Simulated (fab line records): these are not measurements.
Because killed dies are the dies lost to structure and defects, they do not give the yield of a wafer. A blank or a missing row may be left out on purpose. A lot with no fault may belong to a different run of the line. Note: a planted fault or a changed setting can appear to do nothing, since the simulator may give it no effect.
fab line records	flow nand-harc
[record] lots = 6	wafers = 17	last-day = 32
route steps=1302 shown A_M1@1175 END@1302
lots with no fault: from the same line, run without faults
start-h: hours from the record's first day to the start of the lot's first wafer shown	wait-h: hours from the lot's prior step to this one	" unchanged from the row above	L1.1+2: a row that stands for several wafers	- no value present, or no start provided	* or withheld: withheld	< > ~ a bound
route shown NAME@n: a module of which the file shows steps, and the number in the route of the first	usual: the fault-free wafers' mean and standard deviation	same: alike in all rows	chamber/n: place in a boat	sites: readings site by site	_std_site: the values' standard deviation	_edge_site: outer sites' mean less inner sites'	radius-mm: how far each site lies from the wafer's centre	mask NAME#n: copy n	behind: tool/chamber where the wafer was last shaped	hold: why the lot was held/for how many hours/how that ended	device: the n, p or np transistor that did not switch	end of line: the route-end tests of the same wafers	a step with no rows: only its recipe	killed: count of dies lost to structure and defects at first sort (not the wafer's yield)	map: per-die view of a wafer (x killed, . not killed, _ where there is no die)
set.NAME: setting as actually run; set.NAME@STEP: the setting as run at that earlier step	model.NAME: the simulator's own value behind a step, which no gauge read
certain route steps with their lots: each step a table, each wafer a row
services: the hour from which a tool's chamber was out of use, counted from the record's first day as start-h (under 0 if before that day), plus the number of hours and why
[[steps]]
[step NHARC_A_M1_EBR_05]
[step NHARC_A_M1_EXPOSE_06]
[recipe] na = 1.35	target-cd-nm = 120	dose-mj = 75.13	mask-id = A_M1
[step NHARC_A_M1_PEB_07]
[recipe] peb-temp-c = 100	peb-time-s = 65
[step NHARC_A_M1_DEVELOP_08]
[recipe] develop-time-s = 35	dev-temp-c = 23
[step NHARC_A_M1_CD_MEAS_09]
[recipe] target-cd-nm = 120	landing-energy-ev = 500
[usual] cd-nm = 119.4/0.87
lot.wafer	tool	chamber	start-h	wait-h	cd-nm
L961.2	cd-sem-03	0	540.49	-	119.3
L961.3	"	0	"	"	120.0
L961.4	"	0	"	"	120.1
L962.2	cd-sem-03	0	596.50	-	118.8
L962.3	"	0	"	"	118.3
L962.4	"	0	"	"	117.2
L975.2	cd-sem-02	0	669.89	-	119.8
L975.5	"	0	"	"	118.3
L975.6	"	0	"	"	117.9
L973.2	cd-sem-01	0	674.11	-	119.0
L973.5	"	0	"	"	117.8
L979.2	cd-sem-03	0	732.03	-	119.1
L979.3	"	0	"	"	119.3
L979.6	"	0	"	"	118.6
L980.2	cd-sem-01	0	733.47	-	119.9
L980.5	"	0	"	"	119.0
L980.6	"	0	"	"	119.1
[step NHARC_A_M1_OVL_MEAS_10]
[recipe] pitch-nm = 240
[usual] overlay-x-nm = 0.1/0.68	overlay-y-nm = 0.0/0.76
lot.wafer	tool	chamber	start-h	wait-h	overlay-x-nm	overlay-y-nm
L961.2	overlay-01	-	540.57	-	0.3	-0.9
L961.3	"	-	"	"	0.5	-0.7
L961.4	"	-	"	"	-0.3	-0.4
L962.2	overlay-02	-	596.59	-	-0.1	0.3
L962.3	"	-	"	"	-0.1	0.5
L962.4	"	-	"	"	0.2	0.4
L975.2	overlay-02	-	669.97	-	0.0	0.3
L975.5	"	-	"	"	0.0	0.1
L975.6	"	-	"	"	0.1	-0.1
L973.2	overlay-01	-	674.19	-	0.0	-2.3
L973.5	"	-	"	"	0.3	-1.9
L979.2	overlay-02	-	732.11	-	0.3	0.5
L979.3	"	-	"	"	0.3	-0.2
L979.6	"	-	"	"	0.2	0.7
L980.2	overlay-01	-	733.56	-	0.8	-0.4
L980.5	"	-	"	"	0.8	-0.3
L980.6	"	-	"	"	0.8	0.3
[step NHARC_A_M1_INSPECT_11]
[usual] raw-defect-count = 83/38
lot.wafer	tool	chamber	start-h	wait-h	raw-defect-count
L961.2	defect-inspect-02	-	540.61	0.0	27
L961.3	"	-	"	"	25
L961.4	"	-	"	"	16
L962.2	defect-inspect-02	-	596.62	0.0	172
L962.3	"	-	"	"	160
L962.4	"	-	"	"	145
L975.2	defect-inspect-02	-	670.01	0.0	79
L975.5	"	-	"	"	69
L975.6	"	-	"	"	66
L973.2	defect-inspect-02	-	674.23	0.0	73
L973.5	"	-	"	"	88
L979.2	defect-inspect-02	-	732.15	0.0	71
L979.3	"	-	"	"	62
L979.6	"	-	"	"	78
L980.2	defect-inspect-02	-	733.59	0.0	74
L980.5	"	-	"	"	73
L980.6	"	-	"	"	70
[step NHARC_A_M1_DESCUM_14]
[recipe] time-s = 3	o2-flow-sccm = 200	ar-flow-sccm = 0	bias-power-w = 0	chemistry = O2
[usual] drypump-motor-current-A = 5.5/0.33	oes-product-au = 1.008/0.011	rf-vpp-V = 57.6/0.79	showerhead-plenum-p-Torr = 1.88/0.063	throttle-valve-pct = 11.312/0.0099
[same] time-s = 3
lot.wafer	tool	chamber	start-h	wait-h	drypump-motor-current-A	oes-product-au	rf-hours-counter-h	rf-vpp-V	showerhead-plenum-p-Torr	throttle-valve-pct
L961.2	rie-diel-05	3	540.68	0.1	5.5	1.015	2.8	59.3	1.93	11.331
L961.3	"	0	"	"	5.5	1.003	2.8	56.4	1.83	11.318
L961.4	"	1	"	"	5.5	1.024	2.9	58.2	1.90	11.315
L962.2	rie-diel-04	2	596.68	0.1	5.0	0.996	3.0	58.0	1.96	11.312
L962.3	"	0	"	"	6.0	1.001	2.9	58.3	1.86	11.310
L962.4	"	1	"	"	5.8	0.997	3.3	57.7	1.88	11.304
L975.2	rie-diel-05	3	670.21	0.2	5.5	1.018	2.6	59.9	1.93	11.305
L975.5	"	2	"	"	5.7	1.029	-	56.8	1.79	11.313
L975.6	"	3	"	"	5.5	1.021	-	57.5	1.93	11.328
L973.2	rie-diel-05	0	674.31	0.1	5.5	1.005	3.1	58.0	1.82	11.332
L973.5	"	2	"	"	5.7	1.020	-	56.8	1.79	11.308
L979.2	rie-diel-05	3	732.21	0.1	5.5	1.017	4.2	57.1	1.93	11.317
L979.3	"	2	"	"	5.7	1.021	4.5	57.1	1.79	11.312
L979.6	"	0	"	"	5.5	1.004	-	57.8	1.82	11.330
L980.2	rie-diel-04	3	733.66	0.1	4.9	1.012	1.0	58.3	1.89	11.308
L980.6	"	2	"	"	5.0	1.012	-	58.3	1.96	11.302
L980.5	"	3	"	"	4.9	1.018	-	57.7	1.89	11.307
[step NHARC_A_M1_ETCH_35]
[recipe] target-depth-a = 400	overetch-a = 120	time-s = 43.94	ion-energy-ev = 200	n2-flow-sccm = 150	h2-flow-sccm = 150	ar-flow-sccm = 0	rf-w = 400	bias-w = 150	chemistry = N2/H2
[usual] drypump-motor-current-A = 5.5/0.33	oes-product-au = 1.006/0.011	rf-vpp-V = 429.5/2	run-length-s = 65.3/0.47	showerhead-plenum-p-Torr = 2.00/0.067	throttle-valve-pct = 14.170/0.0082
[same] time-s = 43.94
lot.wafer	tool	chamber	start-h	wait-h	drypump-motor-current-A	oes-product-au	rf-hours-counter-h	rf-vpp-V	run-length-s	showerhead-plenum-p-Torr	throttle-valve-pct
L961.2	rie-diel-05	0	540.75	0.1	5.5	1.002	2.8	427.8	65.7	1.94	14.167
L961.4	"	1	"	"	5.6	1.017	2.9	429.4	64.5	2.02	14.163
L961.3	"	3	"	"	5.5	1.016	2.8	432.1	65.4	2.06	14.173
L962.3	rie-diel-04	1	596.77	0.1	5.8	1.006	3.3	429.0	65.4	2.00	14.163
L962.4	"	2	"	"	5.0	1.012	3.0	431.2	65.7	2.10	14.163
L962.2	"	0	"	"	6.0	1.005	2.9	429.2	66.3	1.98	14.189
L975.2	rie-diel-05	2	670.30	0.1	5.7	1.018	3.1	426.4	65.4	1.90	14.157
L975.6	"	3	"	"	5.5	1.030	-	431.7	65.0	2.06	14.169
L975.5	"	0	"	"	5.5	1.014	-	427.8	65.5	1.94	14.165
L973.2	rie-diel-05	0	674.39	0.1	5.5	1.000	3.1	429.2	65.3	1.94	14.156
L973.5	"	1	"	"	5.6	1.008	-	428.5	64.7	2.02	14.162
L979.2	rie-diel-05	1	732.30	0.1	5.6	1.008	4.7	431.1	64.8	2.02	14.190
L979.3	"	2	"	"	5.7	1.023	4.5	425.5	65.5	1.90	14.158
L979.6	"	1	"	"	5.6	1.001	-	430.3	64.6	2.02	14.159
L980.2	rie-diel-04	2	733.76	0.1	5.0	1.010	1.3	432.6	65.7	2.09	14.166
L980.6	"	3	"	"	4.9	0.992	-	429.9	65.6	2.02	14.172
L980.5	"	0	"	"	6.0	0.989	-	430.7	66.1	1.98	14.165
[step NHARC_A_M1_ETCH_15]
[recipe] target-depth-a = 1825	time-s = 91.2	c4f8-flow-sccm = withheld	ar-flow-sccm = 400	rf-w = 600	bias-w = 300	chemistry = C4F8/Ar
[usual] oes-product-au = 0.962/0.022	rf-vpp-V = 439.8/2.1	run-length-s = 112.6/0.44
[same] time-s = 91.2
lot.wafer	tool	chamber	start-h	wait-h	oes-product-au	rf-hours-counter-h	rf-vpp-V	run-length-s
L961.4	rie-diel-05	2	-	-	0.969	3.0	436.3	113.2
L961.2	"	3	"	"	0.973	2.8	441.3	112.0
L961.3	"	0	"	"	0.968	2.8	438.2	112.4
L962.4	rie-diel-04	2	-	-	0.974	3.1	443.5	113.3
L962.2	"	3	"	"	0.971	2.7	440.0	112.5
L962.3	"	1	"	"	0.997	3.3	438.9	112.7
L975.2	rie-diel-05	3	-	-	0.964	2.8	441.3	112.6
L975.5	"	1	"	"	0.974	-	439.3	111.7
L975.6	"	2	"	"	0.972	-	437.7	113.5
L973.2	rie-diel-05	2	-	-	0.986	3.4	436.9	112.8
L973.5	"	3	"	"	0.980	-	442.9	112.1
L979.2	rie-diel-05	0	-	-	0.979	4.4	437.2	112.9
L979.3	"	1	"	"	0.990	4.7	441.7	112.5
L979.6	"	0	"	"	0.971	-	438.4	112.6
L980.2	rie-diel-04	2	-	-	0.980	1.3	443.0	112.8
L980.5	"	3	"	"	0.958	-	440.0	112.7
L980.6	"	0	"	"	0.977	-	439.5	112.9
[step NHARC_A_M1_CD_MEAS_16]
[usual] cd-nm = 119.0/1.2
lot.wafer	tool	chamber	start-h	wait-h	cd-nm
L961.2	cd-sem-02	-	540.98	-	119.2
L961.3	"	-	"	"	118.3
L961.4	"	-	"	"	120.1
L962.2	cd-sem-03	-	596.99	-	118.0
L962.3	"	-	"	"	118.0
L962.4	"	-	"	"	116.9
L975.2	cd-sem-03	-	670.57	-	118.1
L975.5	"	-	"	"	117.4
L975.6	"	-	"	"	117.6
L973.2	cd-sem-02	-	674.60	-	117.9
L973.5	"	-	"	"	117.8
L979.2	cd-sem-01	-	732.52	-	119.5
L979.3	"	-	"	"	118.2
L979.6	"	-	"	"	117.9
L980.2	cd-sem-03	-	733.96	-	120.7
L980.5	"	-	"	"	118.9
L980.6	"	-	"	"	118.9
[step NHARC_A_M1_STRIP_18]
[recipe] power-w = 1000	n2-flow-sccm = 150	h2-flow-sccm = 150	ar-flow-sccm = 0	bias-w = 0	chemistry = N2/H2
[usual] drypump-motor-current-A = 5.6/0.37	oes-product-au = 1.005/0.013	rf-vpp-V = 90.6/1.1	showerhead-plenum-p-Torr = 2.02/0.078	throttle-valve-pct = 14.172/0.0088
lot.wafer	tool	chamber	start-h	wait-h	drypump-motor-current-A	oes-product-au	rf-hours-counter-h	rf-vpp-V	showerhead-plenum-p-Torr	throttle-valve-pct
L961.4	rie-diel-05	1	541.05	0.1	5.6	1.020	3.0	89.1	2.02	14.177
L961.2	"	2	"	"	5.7	1.013	3.0	90.2	1.90	14.155
L961.3	"	3	"	"	5.5	1.021	2.9	91.2	2.06	14.168
L962.2	rie-diel-06	3	597.06	0.1	6.2	0.994	7.2	90.8	1.99	14.153
L962.3	"	1	"	"	5.8	0.994	6.6	90.8	2.19	14.149
L962.4	"	0	"	"	5.4	0.993	-	90.9	2.05	14.171
L975.2	rie-diel-06	2	670.72	0.1	5.7	1.004	0.0	88.0	1.91	14.170
L975.6	"	3	"	"	6.2	0.965	-	90.3	1.98	14.169
L975.5	"	0	"	"	5.4	1.025	-	91.3	2.05	14.190
L973.2	rie-diel-06	3	674.75	0.1	6.2	0.970	1.1	90.5	1.98	14.177
L973.5	"	0	"	"	5.4	1.023	-	90.8	2.05	14.184
L979.2	rie-diel-05	0	732.62	0.1	5.5	0.995	4.5	90.0	1.94	14.163
L979.3	"	1	"	"	5.6	1.010	4.7	90.0	2.02	14.170
L979.6	"	0	"	"	5.5	1.009	-	90.8	1.94	14.175
L980.2	rie-diel-05	0	734.08	0.1	5.6	1.008	4.6	90.1	1.94	14.174
L980.5	"	2	"	"	5.7	1.032	-	90.7	1.90	14.171
L980.6	"	3	"	"	5.5	1.006	-	90.8	2.06	14.180
[step NHARC_A_M1_ETCH_28]
[recipe] target-depth-a = 300	over-etch-frac = 0.3	time-s = 72.99	ion-energy-ev = 150	cf4-flow-sccm = 50	n2-flow-sccm = 100	ar-flow-sccm = 150	rf-w = 300	bias-w = 100	chemistry = CF4/N2
[usual] drypump-motor-current-A = 5.6/0.38	oes-product-au = 1.004/0.011	rf-vpp-V = 313.7/1.7	run-length-s = 94.4/0.44	showerhead-plenum-p-Torr = 2.60/0.092	throttle-valve-pct = 19.793/0.0087
lot.wafer	tool	chamber	start-h	wait-h	drypump-motor-current-A	oes-product-au	rf-hours-counter-h	rf-vpp-V	run-length-s	showerhead-plenum-p-Torr	throttle-valve-pct
L961.4	rie-diel-05	3	541.29	-	5.5	1.007	2.9	314.4	93.9	2.65	19.793
L961.3	"	0	"	"	5.6	0.997	2.8	312.1	94.4	2.51	19.798
L961.2	"	2	"	"	5.7	1.009	3.1	311.4	94.3	2.46	19.786
L962.3	rie-diel-06	1	597.35	-	5.8	0.994	6.7	316.7	94.4	2.81	19.795
L962.2	"	3	"	"	6.2	0.990	7.3	313.9	93.4	2.56	19.797
L962.4	"	0	"	"	5.4	0.999	-	315.0	94.3	2.64	19.804
L975.2	rie-diel-06	3	670.90	-	6.2	0.974	0.1	312.9	76.1	2.56	19.807
L975.5	"	0	"	"	5.4	1.017	-	313.5	77.0	2.64	19.790
L975.6	"	1	"	"	5.8	1.010	-	316.4	94.1	2.81	19.803
L973.2	rie-diel-06	0	674.93	-	5.4	1.021	1.2	314.6	76.8	2.63	19.795
L973.5	"	2	"	"	5.8	1.006	-	311.4	76.0	2.47	19.789
L979.2	rie-diel-05	1	732.84	-	5.6	1.007	4.8	313.7	93.6	2.60	19.796
L979.3	"	2	"	"	5.8	1.032	4.6	312.2	94.4	2.46	19.792
L979.6	"	1	"	"	5.6	1.009	-	315.8	93.8	2.60	19.775
L980.2	rie-diel-05	0	734.27	-	5.5	1.007	4.6	312.9	94.6	2.51	19.810
L980.6	"	0	"	"	5.5	1.007	-	312.6	94.5	2.51	19.793
L980.5	"	1	"	"	5.6	1.007	-	313.9	93.6	2.60	19.788
[step NHARC_A_M1_STRIP_19]
[recipe] time-s = 600	temp-c = 30	chemistry = post-etch-residue-remover
[step NHARC_END_SORT_01]
[recipe] temp-c = 25
[usual] defect-limited-yield = 91/3.1	killed-at-array = 59/21	killed-at-other = 1.0/1.1	killed-at-periphery = 4.0/2.6	killed-dies = 64/21	killed-open = 3.2/1.7	killed-short = 2.5/1.5
[same] gross-dies = 677
lot.wafer	tool	chamber	start-h	wait-h	defect-limited-yield[%]	killed-at-array	killed-at-other	killed-at-periphery	killed-dies	killed-open	killed-short
L961.2	prober-01	0	594.40	2.8	96	22	1	3	26	3	3
L961.3	prober-01	0	595.21	3.1	96	24	0	4	28	2	3
L961.4	prober-01	0	596.03	3.4	96	24	2	2	28	4	6
L962.2	prober-02	0	631.85	2.8	82	119	1	4	124	4	4
L962.3	prober-02	0	632.64	3.1	86	85	0	11	96	6	3
L962.4	prober-02	0	633.43	3.4	87	87	1	2	90	3	3
L975.2	prober-02	0	706.47	2.8	89	66	1	7	74	4	5
L975.5	prober-02	0	708.92	3.8	92	51	2	2	55	2	1
L975.6	prober-02	0	709.73	4.1	92	51	1	0	52	7	2
L979.2	prober-02	0	774.98	2.8	93	44	4	2	50	1	0
L979.3	prober-02	0	775.78	3.1	92	48	2	2	52	2	0
L979.6	prober-02	0	778.19	4.0	92	50	1	5	56	1	6
L980.2	prober-01	0	774.98	2.8	90	58	1	6	65	7	4
L980.5	prober-01	0	777.37	3.7	91	56	3	3	62	2	5
L980.6	prober-01	0	778.17	4.0	90	61	0	6	67	6	2
// killed by level:class
L961.2 A_CHANNEL_HOLE_D2:chamber-film-flake=10 A_CONTACT:chamber-film-flake=3 P_M0:geometric-particle:open=2 A_CHANNEL_HOLE_D1:chamber-film-flake=2 A_CHANNEL_HOLE_D1:geometric-particle:short=1 A_CHANNEL_HOLE_D2:geometric-particle:short=1 A_CHANNEL_FILL_D2:geometric-particle:short=1 A_M0:geometric-particle:open=1
L961.3 A_CHANNEL_HOLE_D2:chamber-film-flake=9 A_CHANNEL_HOLE_D1:chamber-film-flake=4 A_CONTACT:chamber-film-flake=4 P_GATE:chamber-film-flake=2 A_DECK1_JOINT:chamber-film-flake=2 A_STAIRCASE:chamber-film-flake=2 P_GATE:geometric-particle:open=1 P_M1:geometric-particle:short=1
L961.4 A_CHANNEL_HOLE_D2:chamber-film-flake=11 A_ONON_D1:geometric-particle:short=2 A_BLC:geometric-particle:open=2 P_GATE:chamber-film-flake=2 THIN_TSV:chamber-film-flake=2 A_DECK1_JOINT:geometric-particle:short=1 A_ONON_D2:geometric-particle:open=1 A_SGD_CUT:geometric-particle:short=1
L962.2 A_SLIT:chamber-film-flake=38 A_CHANNEL_HOLE_D2:chamber-film-flake=31 A_CHANNEL_HOLE_D1:chamber-film-flake=30 A_STAIRCASE:chamber-film-flake=9 A_CONTACT:chamber-film-flake=5 P_CONTACT:geometric-particle:open=2 P_M0:geometric-particle:open=1 A_CHANNEL_HOLE_D2:geometric-particle:short=1
L962.3 A_SLIT:chamber-film-flake=28 A_CHANNEL_HOLE_D2:chamber-film-flake=22 A_CHANNEL_HOLE_D1:chamber-film-flake=20 A_CONTACT:chamber-film-flake=7 P_GATE:chamber-film-flake=5 A_STAIRCASE:chamber-film-flake=5 P_M1:geometric-particle:open=2 P_ZERO_WELL:geometric-particle:short=1
L962.4 A_CHANNEL_HOLE_D1:chamber-film-flake=26 A_SLIT:chamber-film-flake=25 A_CHANNEL_HOLE_D2:chamber-film-flake=19 A_STAIRCASE:chamber-film-flake=6 A_CONTACT:chamber-film-flake=4 A_DECK1_JOINT:geometric-particle:short=2 A_CHANNEL_FILL_D2:geometric-particle:open=2 P_CONTACT:geometric-particle:short=1
L975.2 A_CHANNEL_HOLE_D1:chamber-film-flake=29 A_SLIT:chamber-film-flake=7 A_STAIRCASE:chamber-film-flake=5 A_DECK1_JOINT:chamber-film-flake=5 A_CONTACT:chamber-film-flake=5 A_CHANNEL_HOLE_D2:chamber-film-flake=4 P_STI:chamber-film-flake=3 A_M1:chamber-film-flake=3
L975.5 A_CHANNEL_HOLE_D1:chamber-film-flake=31 A_CONTACT:chamber-film-flake=6 A_STAIRCASE:chamber-film-flake=4 A_SLIT:chamber-film-flake=3 THIN_TSV:chamber-film-flake=2 A_WL_FILL:chamber-film-flake=2 P_CONTACT:geometric-particle:open=1 A_SOURCE_PLATE:geometric-particle:short=1
L975.6 A_CHANNEL_HOLE_D1:chamber-film-flake=29 A_STAIRCASE:chamber-film-flake=4 A_CONTACT:chamber-film-flake=4 A_CONTACT:geometric-particle:open=2 A_M1:chamber-film-flake=2 A_SOURCE_PLATE:geometric-particle:open=1 A_ONON_D1:geometric-particle:short=1 A_CHANNEL_FILL_D1:geometric-particle:open=1
L979.2 A_SLIT:chamber-film-flake=32 A_STAIRCASE:chamber-film-flake=4 THIN_TSV:chamber-film-flake=4 A_CONTACT:chamber-film-flake=3 P_M0:chamber-film-flake=2 A_CHANNEL_FILL_D1:chamber-film-flake=1 A_CONTACT:geometric-particle:open=1 A_ZERO_WELL:chamber-film-flake=1
L980.2 A_CHANNEL_HOLE_D2:chamber-film-flake=31 A_CHANNEL_HOLE_D1:chamber-film-flake=6 A_CONTACT:chamber-film-flake=5 A_SLIT:chamber-film-flake=4 P_GATE:chamber-film-flake=3 A_ONON_D2:geometric-particle:open=2 A_CHANNEL_FILL_D2:geometric-particle:open=2 A_STAIRCASE:chamber-film-flake=2
L979.3 A_SLIT:chamber-film-flake=36 A_CONTACT:chamber-film-flake=5 A_CHANNEL_HOLE_D2:chamber-film-flake=2 A_STAIRCASE:chamber-film-flake=2 THIN_TSV:chamber-film-flake=2 A_SOURCE_PLATE:geometric-particle:open=1 A_ONON_D1:geometric-particle:open=1 P_ZERO_WELL:chamber-film-flake=1
L980.5 A_CHANNEL_HOLE_D2:chamber-film-flake=18 A_CHANNEL_HOLE_D1:chamber-film-flake=13 A_SLIT:chamber-film-flake=10 A_STAIRCASE:chamber-film-flake=4 A_CONTACT:chamber-film-flake=4 THIN_TSV:chamber-film-flake=3 A_CHANNEL_FILL_D2:geometric-particle:open=2 P_M0:geometric-particle:short=1
L980.6 A_CHANNEL_HOLE_D2:chamber-film-flake=35 A_CHANNEL_HOLE_D1:chamber-film-flake=7 A_SLIT:chamber-film-flake=7 P_GATE:chamber-film-flake=4 A_ONON_D1:geometric-particle:open=3 A_STAIRCASE:chamber-film-flake=2 A_CONTACT:chamber-film-flake=2 P_GATE:geometric-particle:open=1
L979.6 A_SLIT:chamber-film-flake=33 A_CHANNEL_HOLE_D1:chamber-film-flake=3 A_CONTACT:chamber-film-flake=3 A_WL_FILL:geometric-particle:short=2 P_GATE:chamber-film-flake=2 P_M0:chamber-film-flake=2 A_CHANNEL_FILL_D1:chamber-film-flake=2 P_CONTACT:geometric-particle:short=1
[[services]]
tool	chamber	start-h	hours	kind
rie-diel-05	3	522.11	4.5	repair
rie-diel-04	-	531.90	9.0	pm
rie-diel-05	0	538.10	-	clean
rie-diel-05	1	538.10	-	clean
rie-diel-05	2	538.10	-	clean
rie-diel-05	3	538.10	-	clean
rie-diel-05	-	552.49	0.4	repair
rie-diel-04	-	554.37	0.3	repair
rie-diel-06	1	561.74	7.4	repair
rie-diel-05	0	562.63	-	clean
rie-diel-05	1	562.63	-	clean
rie-diel-05	2	562.63	-	clean
rie-diel-05	3	562.63	-	clean
rie-diel-05	-	583.60	9.0	pm
rie-diel-05	0	583.60	9.0	vent-cycle
rie-diel-05	1	583.60	9.0	vent-cycle
rie-diel-05	2	583.60	9.0	vent-cycle
rie-diel-05	3	583.60	9.0	vent-cycle
rie-diel-05	0	592.60	-	clean
rie-diel-06	2	592.95	8.6	repair
rie-diel-05	3	621.43	4.0	repair
rie-diel-06	-	661.57	9.0	pm
rie-diel-04	-	666.44	12.7	repair
rie-diel-04	-	708.90	9.0	pm
[[key]]
[first-sign] step = NHARC_A_M1_ETCH_28	reading = run-length-s	direction = down	sigmas = 40	usual = *	struck = *
effect none on later readings
met-at NHARC_A_M1_ETCH_28
struck-wafers L973.2,L973.5,L975.2,L975.5
onset-between 597.35 670.90
[fault] kind = process-parameter-drift	tool = rie-diel-06	chamber = -	onset-h = 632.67	steps = NHARC_A_M1_ETCH_28	channel = time-s	offset = *	shape = step	end-h = 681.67	scope = struck-wafers-only	acts-in = *	stated = *
